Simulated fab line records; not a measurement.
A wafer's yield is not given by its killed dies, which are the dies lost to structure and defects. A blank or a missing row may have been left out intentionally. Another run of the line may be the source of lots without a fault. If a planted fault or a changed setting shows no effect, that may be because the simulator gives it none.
Which tool did it? -- flow n5 finfet -- 24 wafers from 8 lots sampled at 7 of the route's 1938 steps

== WHAT EACH GAUGE READ, for each wafer ==
N5_DUMMY_GATE_CD_MEAS_15 targets a cd of 25.8 nm. Usual: 25.06 nm for cd nm, sd 0.25.
lot,measured,on,cd nm (nm),flag
L829,day 3 03:29,cd sem-02,25.10 25.10 24.52,
L831,day 3 11:31,cd sem-03,25.18 25.20 25.33,
L834,day 4 04:57,cd sem-02,25.06 24.71 25.05,
L846,day 7 04:36,cd sem-03,25.35 25.28 25.29,
L847,day 7 15:25,cd sem-02,25.16 24.99 25.34,
L850,day 8 03:58,cd sem-02,25.24 25.72 25.09,
L851,day 8 13:08,cd sem-03,25.13 25.13 24.58,
L852,day 8 15:04,cd sem-02,25.31 24.88 25.16,

N5_DUMMY_GATE_CD_MEAS_50 targets a cd of 14 nm. Usual: 14.0 nm for cd nm, sd 0.32.
lot,measured,on,cd nm (nm),flag
L829,day 3 04:05,cd sem-02,14.3 13.8 13.4,
L831,day 3 12:08,cd sem-02,14.1 14.3 14.0,
L834,day 4 05:50,cd sem-02,14.1 14.2 13.5,
L846,day 7 05:06,cd sem-02,14.4 14.2 9.9,OFF
L847,day 7 15:56,cd sem-03,14.5 9.5 14.0,OFF
L850,day 8 04:28,cd sem-01,14.1 14.3 14.5,
L851,day 8 13:38,cd sem-02,13.9 14.2 13.9,
L852,day 8 15:34,cd sem-03,13.7 14.3 14.2,

N5_DUMMY_GATE_CD_MEAS_24 targets a cd of 15 nm. Usual: 15.1 nm for cd nm, sd 0.37.
lot,measured,on,cd nm (nm),flag
L829,day 3 04:38,cd sem-01,15.6 15.1 14.6,
L831,day 3 12:37,cd sem-03,14.8 15.1 15.0,
L834,day 4 06:19,cd sem-02,15.3 15.2 15.4,
L846,day 7 05:36,cd sem-03,15.3 15.5 10.4,OFF
L847,day 7 16:26,cd sem-03,15.7 10.4 15.0,OFF
L850,day 8 04:58,cd sem-01,14.9 15.7 15.7,
L851,day 8 14:08,cd sem-02,14.9 14.9 14.7,
L852,day 8 16:04,cd sem-03,14.9 14.9 15.1,

N5_BEOL_M4_RC_MEAS_101. Usual: DIBL_N 36.3 mV/V, standard deviation 1.4; DIBL_P 36.2 mV/V, standard deviation 1.5; IOFF_N 0.160 nA/um, standard deviation 0.021; IOFF_P 0.211 nA/um, standard deviation 0.027; ION_N 676 uA/um, standard deviation 7.7; ION_P 463 uA/um, standard deviation 5.5; SS_N 71.4 mV/dec, standard deviation 0.57; SS_P 73.3 mV/dec, standard deviation 0.58; VT_N 249.3 mV, standard deviation 2.5; VT_P -250.1 mV, standard deviation 2.6.
lot,measured,on,DIBL_N (mV/V),DIBL_P (mV/V),IOFF_N (nA/um),IOFF_P (nA/um),ION_N (uA/um),ION_P (uA/um),SS_N (mV/dec),SS_P (mV/dec),VT_N (mV),VT_P (mV),flag
L829,day 7 19:00,prober-01,34.3 35.3 36.3,34.3 34.4 35.6,0.147 0.144 0.168,0.183 0.182 0.192,673 667 679,460 455 460,71.0 71.3 72.2,73.4 73.5 73.1,249.2 251.0 247.8,-253.5 -253.1 -251.2,
L831,day 8 18:29,prober-01,34.7 35.4 35.9,35.4 35.5 36.0,0.147 0.154 0.162,0.193 0.193 0.212,674 673 676,461 457 463,70.8 71.6 71.6,72.1 73.2 72.9,249.7 250.8 249.0,-250.8 -250.3 -249.7,
L834,day 9 00:44,prober-02,34.6 36.3 37.5,34.4 36.7 37.7,0.129 0.158 0.168,0.152 0.173 0.185,674 669 671,452 454 449,71.2 71.3 72.1,73.3 74.3 74.0,254.6 249.1 251.6,-257.9 -257.4 -253.5,
L846,day 12 01:40,prober-02,36.1 36.1,35.1 34.6,0.162 0.162,0.204 0.194,672 681,465 463,71.2 71.5,72.9 73.4,248.7 248.9,-249.9 -252.3,
L847,day 12 19:37,prober-02,35.0 38.0,34.3 37.7,0.146 0.191,0.194 0.251,679 679,467 467,70.6 70.8,72.6 73.4,249.2 243.9,-249.9 -248.9,
L850,day 13 12:47,prober-01,36.7 34.1 34.5,38.9 35.2 36.2,0.172 0.128 0.141,0.245 0.191 0.199,678 662 671,468 462 461,71.2 70.9 70.6,73.8 72.5 73.5,248.6 250.9 251.8,-249.6 -248.4 -251.2,
L851,day 13 20:19,prober-01,36.9 36.1 37.2,37.2 36.4 37.9,0.179 0.162 0.189,0.233 0.231 0.242,680 683 687,468 469 471,71.7 71.4 72.7,73.4 74.0 74.3,249.0 249.9 247.6,-246.6 -250.1 -248.8,
L852,day 14 01:29,prober-01,36.2 35.2 37.5,36.6 34.4 37.0,0.155 0.125 0.157,0.221 0.181 0.228,673 660 673,465 451 460,71.6 70.8 71.8,74.1 73.0 74.3,250.7 253.3 250.6,-249.9 -250.6 -249.8,

== WHICH TOOL RAN EACH LOT (tool, then ch and the chambers of the sampled wafers, then the start) ==
lot,N5_DUMMY_GATE_TRIM_49,N5_DUMMY_GATE_STRIP_41,N5_DUMMY_GATE_ETCH_42
L829,"rie si-02 ch 0,1,3, day 3 03:50","rie diel-03 ch 0,3, day 3 04:14","rie diel-01 ch 0,2,3, day 3 04:41"
L831,"rie si-04 ch 0,1, day 3 11:52","rie diel-01 ch 0,1,2, day 3 12:13","rie diel-01 ch 0,3, day 3 12:40"
L834,"rie si-02 ch 0,1,3, day 4 05:41","rie diel-01 ch 0,3, day 4 05:55","rie diel-01 ch 0,1,3, day 4 06:22"
L846,"rie si-02 ch 0,1,3, day 7 04:58","rie diel-02 ch 0,1,2, day 7 05:12","rie diel-02 ch 0,2,3, day 7 05:39"
L847,"rie si-02 ch 1,2,3, day 7 15:47","rie diel-01 ch 0,2,3, day 7 16:02","rie diel-02 ch 1,2,3, day 7 16:29"
L850,"rie si-01 ch 2,3, day 8 04:19","rie diel-02 ch 0,2, day 8 04:34","rie diel-02 ch 0,3, day 8 05:01"
L851,"rie si-01 ch 1,2, day 8 13:29","rie diel-01 ch 0,1, day 8 13:44","rie diel-03 ch 0,1,3, day 8 14:11"
L852,"rie si-01 ch 0,2,3, day 8 15:25","rie diel-03 ch 1,2,3, day 8 15:40","rie diel-03 ch 0,2, day 8 16:07"
- N5_DUMMY_GATE_TRIM_49: chemistry O2, time 29 s, target cd 14 nm.
- N5_DUMMY_GATE_STRIP_41: strips in O2.
- N5_DUMMY_GATE_ETCH_42: etches SiO2 in CHF3/O2, target depth 3.5 nm, time 31 s.

== AS READ BY THE TOOLS THEMSELVES (means over the sampled wafers that have a number; for cases with no such wafer, the mark the record gives instead) ==
N5_DUMMY_GATE_TRIM_49. Usual: drypump motor current A 5.7 A, standard deviation 0.57; oes product au 1.005 a.u., standard deviation 0.019; temp c 19.99 C, standard deviation 0.094; throttle valve pct 8.14 %, standard deviation 0.11.
lot,tool,drypump motor current A (A),oes product au (a.u.),temp c (C),throttle valve pct (%),flag
L829,rie si-02,5.3,0.997,19.95,8.16,
L831,rie si-04,5.7,1.018,19.94,8.06,
L834,rie si-02,5.3,0.982,20.01,8.17,
L846,rie si-02,5.3,1.111,19.99,8.16,OFF
L847,rie si-02,5.5,1.114,20.07,8.20,OFF
L850,rie si-01,5.5,1.025,19.97,8.08,
L851,rie si-01,5.6,1.004,20.00,8.13,
L852,rie si-01,5.7,1.003,19.99,8.04,

N5_DUMMY_GATE_STRIP_41. Usual: drypump motor current A 5.6 A, standard deviation 0.49; oes product au 0.82 a.u., standard deviation 0.084; rf vpp V 3.7 V, standard deviation 0.5; showerhead plenum p Torr 2.13 Torr, standard deviation 0.067; temp c 40.01 C, standard deviation 0.1; throttle valve pct 16.60 %, standard deviation 0.21.
lot,tool,drypump motor current A (A),oes product au (a.u.),rf vpp V (V),showerhead plenum p Torr (Torr),temp c (C),throttle valve pct (%),flag
L829,rie diel-03,5.7,0.70,3.6,2.13,40.02,16.83,
L831,rie diel-01,5.5,0.87,3.0,2.14,40.03,16.52,
L834,rie diel-01,5.7,0.92,3.3,2.21,40.03,16.62,
L846,rie diel-02,5.6,0.76,3.3,2.09,39.97,16.68,
L847,rie diel-01,5.4,0.86,3.4,2.14,40.08,16.56,
L850,rie diel-02,5.4,0.80,3.6,2.08,39.98,16.55,
L851,rie diel-01,5.7,0.80,3.7,2.15,39.98,16.65,
L852,rie diel-03,6.2,0.84,3.7,2.17,39.92,16.57,

N5_DUMMY_GATE_ETCH_42. Usual: drypump motor current A 5.6 A, standard deviation 0.52; oes product au 0.83 a.u., standard deviation 0.087; rf vpp V 42.7 V, standard deviation 0.86; showerhead plenum p Torr 2.45 Torr, standard deviation 0.074; throttle valve pct 18.69 %, standard deviation 0.23.
lot,tool,drypump motor current A (A),oes product au (a.u.),rf vpp V (V),showerhead plenum p Torr (Torr),throttle valve pct (%),flag
L829,rie diel-01,5.4,0.92,43.2,2.46,18.61,
L831,rie diel-01,5.6,0.95,43.7,2.50,18.69,
L834,rie diel-01,5.7,0.88,42.3,2.49,18.71,
L846,rie diel-02,5.4,0.77,43.6,2.44,18.73,
L847,rie diel-02,5.2,0.73,42.0,2.40,19.02,
L850,rie diel-02,5.3,0.71,42.7,2.48,18.77,
L851,rie diel-03,6.0,0.86,42.5,2.43,18.57,
L852,rie diel-03,6.2,0.90,41.9,2.49,18.48,

== THE ANSWER, worked out from the rows above alone ==
Rule: a lot counts as off when the mean over its wafers that have a number is more than 3 standard deviations away from the usual mean. Also off: a lot with no number at a reading for which 4 or more lots have one. Where the step has rows for the other lots, those lots are counted as sound. First the gauges in route order, then the tools' own readings, where a lot's mean is used as printed above. At the first step where some lot is off, the reading lying furthest off is the one used; lots without a number count as furthest.
Off: L846, L847, at N5_DUMMY_GATE_CD_MEAS_50 (cd nm).
A tool fits if, at a process step before that reading, it ran every lot that is off, and no sound lot after the first of them. Not tried: the gauges at N5_DUMMY_GATE_CD_MEAS_50; whatever is off there is also off at N5_DUMMY_GATE_TRIM_49, on other tools, and gauge error can't account for it. One fits: N5_DUMMY_GATE_TRIM_49 on rie si-02. A fault onset in the window from L834 (day 4 05:41, its last sound lot) to L846 (day 7 04:58, its first lot off) fits.
The tool's own readings at N5_DUMMY_GATE_TRIM_49 bear it out: on the lots that are off they differ by more than 5 times the standard deviation of the sound lots' means. oes product au reads 1.113 a.u. there against 1.005 a.u. on the sound lots.

== WHAT HAD BEEN PUT IN BY THE SIMULATOR ==
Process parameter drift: rie si-02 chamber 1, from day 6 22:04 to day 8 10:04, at N5_DUMMY_GATE_TRIM_49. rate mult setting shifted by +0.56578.
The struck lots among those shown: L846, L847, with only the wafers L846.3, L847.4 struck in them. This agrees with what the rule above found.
